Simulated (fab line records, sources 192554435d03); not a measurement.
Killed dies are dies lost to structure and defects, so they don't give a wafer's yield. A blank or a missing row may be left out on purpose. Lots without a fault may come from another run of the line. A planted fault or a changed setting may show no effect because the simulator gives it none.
Split-lot experiment | flow n5_finfet | 7 lots, 39 wafers read, on a route of 1938 steps

THE SPLIT
At N5_FIN_SAQP_ALD_61 (deposits SiO2, target thk 4 nm, pulse time 1 s, purge time 2 s), the setting ald_cycles was moved away from the recipe's 43 on 9 of the 39 wafers read, by -7.0% to +9.3%. The other wafers ran this setting at the recipe's value.

The reading is taken at the split's own step.

THE READING
SiO2_of_FIN_SAQP_ALD_61.thk_nm (the simulator's own value, which no gauge read), in nm, at N5_FIN_SAQP_ALD_61 (deposits SiO2, target thk 4 nm, pulse time 1 s, purge time 2 s). The file gives no usual value for it. The 30 wafers here that ran the recipe average 4.008 nm, standard deviation 0.022 nm.

wafer  | tool, chamber at the split | ald_cycles as run | against the recipe | SiO2_of_FIN_SAQP_ALD_61.thk_nm, nm | against lot-mates on the recipe
L076.1 | ald_sin-01, 2              | 40                | -7.0%              | 3.751                              | -0.253
L076.2 | ald_sin-01, 1              | 40                | -7.0%              | 3.723                              | -0.281
L076.3 | ald_sin-01, 3              | 43                | recipe             | 3.99                               | -
L076.4 | ald_sin-01, 0              | 43                | recipe             | 4.011                              | -
L076.5 | ald_sin-01, 1              | 43                | recipe             | 4.012                              | -
L076.6 | ald_sin-01, 2              | 40                | -7.0%              | 3.738                              | -0.266
L077.1 | ald_sin-03, 2              | 46                | +7.0%              | 4.247                              | +0.269
L077.2 | ald_sin-03, 1              | 43                | recipe             | 3.973                              | -
L077.3 | ald_sin-03, 0              | 46                | +7.0%              | 4.246                              | +0.268
L077.4 | ald_sin-03, 3              | 43                | recipe             | 3.983                              | -
L077.5 | ald_sin-03, 1              | 43                | recipe             | 3.979                              | -
L077.6 | ald_sin-03, 0              | 46                | +7.0%              | 4.272                              | +0.294
L079.1 | ald_sin-04, 2              | 43                | recipe             | 4.045                              | -
L079.2 | ald_sin-04, 0              | 43                | recipe             | 4.02                               | -
L079.3 | ald_sin-04, 1              | 43                | recipe             | 4.044                              | -
L079.4 | ald_sin-04, 3              | 43                | recipe             | 4.036                              | -
L079.5 | ald_sin-04, 1              | 43                | recipe             | 4.048                              | -
L079.6 | ald_sin-04, 0              | 43                | recipe             | 4.019                              | -
L081.1 | ald_sin-04, 2              | 43                | recipe             | 4.008                              | -
L081.2 | ald_sin-04, 3              | 43                | recipe             | 4.003                              | -
L081.3 | ald_sin-04, 0              | 43                | recipe             | 3.982                              | -
L081.4 | ald_sin-04, 0              | 43                | recipe             | 4.007                              | -
L081.5 | ald_sin-04, 2              | 43                | recipe             | 3.997                              | -
L081.6 | ald_sin-04, 3              | 43                | recipe             | 3.968                              | -
L086.1 | ald_sin-01, 3              | 43                | recipe             | 3.981                              | -
L086.2 | ald_sin-01, 1              | 47                | +9.3%              | 4.34                               | +0.354
L086.3 | ald_sin-01, 0              | 47                | +9.3%              | 4.385                              | +0.399
L086.4 | ald_sin-01, 0              | 47                | +9.3%              | 4.356                              | +0.370
L086.5 | ald_sin-01, 1              | 43                | recipe             | 4.001                              | -
L086.6 | ald_sin-01, 3              | 43                | recipe             | 3.976                              | -
L087.1 | ald_sin-01, 0              | 43                | recipe             | 4.018                              | -
L087.3 | ald_sin-01, 1              | 43                | recipe             | 4                                  | -
L087.4 | ald_sin-01, 2              | 43                | recipe             | 4.027                              | -
L092.1 | ald_sin-03, 2              | 43                | recipe             | 4.024                              | -
L092.2 | ald_sin-03, 0,1,1          | 43                | recipe             | 4.014                              | -
L092.3 | ald_sin-03, 0,1,1          | 43                | recipe             | 4.014                              | -
L092.5 | ald_sin-03, 0,1,1          | 43                | recipe             | 4.014                              | -
L092.4 | ald_sin-03, 3              | 43                | recipe             | 4.022                              | -
L092.6 | ald_sin-03, 2              | 43                | recipe             | 4.026                              | -
Where a row lists several chambers, the file gives one row for several wafers and doesn't say which wafer went through which chamber.

THE FIT
A straight line over all 39 wafers: SiO2_of_FIN_SAQP_ALD_61.thk_nm changes by +0.0375 nm for each +1% of ald_cycles; r = +0.99; the points scatter about the line by 0.021 nm.
The same after taking each lot's own level away (the mean of its wafers on the recipe; 39 wafers): +0.0395 nm for each +1%; r = +1.00; scatter 0.012 nm.
On that fit, the largest move of ald_cycles shifts the reading by 0.37 nm.
The lots' own levels span 3.9783 to 4.0353 nm, that is 2.6 times the standard deviation above.
So the lot-to-lot level changes the slope little: the two slopes agree.
Check: with one of the wafers moved furthest among these (+9.3%) left out of the fit, the line predicts +0.372 nm for it against its lot-mates. It came out at +0.354 nm against them.

THE FILE'S OWN FIT
SiO2_of_FIN_SAQP_ALD_61.thk_nm changes by +0.0395 nm for each +1% of ald_cycles, r = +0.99.
